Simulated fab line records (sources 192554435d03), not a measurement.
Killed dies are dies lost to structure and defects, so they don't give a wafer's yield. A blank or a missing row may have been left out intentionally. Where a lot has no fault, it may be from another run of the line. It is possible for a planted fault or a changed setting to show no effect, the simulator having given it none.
Chamber matching	flow n5_finfet	4 sister chambers for N5_BEOL_M4_ALD_98 on ald_sin-02
The step deposits SiO2, target thk 2.5 nm, pulse time 1 s, co reactant pulse time 1 s. 8 wafers are shown with their chamber, then 7 later ones without.

## WAFERS WITH THEIR CHAMBER
wafer	chamber	heater_power_w (W)	precursor_pulse_height_rel
L078.6	1	65	0.991
L079.1	0	90	0.973
L079.4	2	68	1.016
L088.1	1	66	1.025
L088.2	3	69	1.010
L088.3	2	68	0.999
L088.4	0	90	0.998
L088.5	3	68	0.961

## WAFERS WITHOUT THEIR CHAMBER
wafer	heater_power_w (W)	precursor_pulse_height_rel
L088.6	90	0.986
L094.1	69	0.973
L094.2	65	1.008
L094.3	88	0.981
L094.4	70	1.018
L094.5	88	0.970
L094.6	70	1.006

## THE CHAMBER EACH PASSED THROUGH
wafer	from the rows above	in truth
L088.6	0	0
L094.1	can't be placed: 3 or 2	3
L094.2	1	1
L094.3	0	0
L094.4	can't be placed: 3 or 2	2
L094.5	0	0
L094.6	can't be placed: 3 or 2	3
Correct placement for 4 of the 7. These rows do not allow placing 3 (true chamber among the candidates in 3). 0 placed wrongly.
How it was worked out, from the rows above alone: a wafer's distance from a chamber is the root of the sum, over the readings, of the square of ((its reading less the chamber's mean) divided by the reading's scatter). If the next closest chamber is less than 2 further off than the closest, the wafer can't be placed; otherwise it belongs to the closest. The mean given for a chamber averages the wafers shown for that chamber. The scatter: take each reading less its chamber's mean, square it, sum over the shown wafers, divide by the number of wafers less the number of chambers, and take the root.
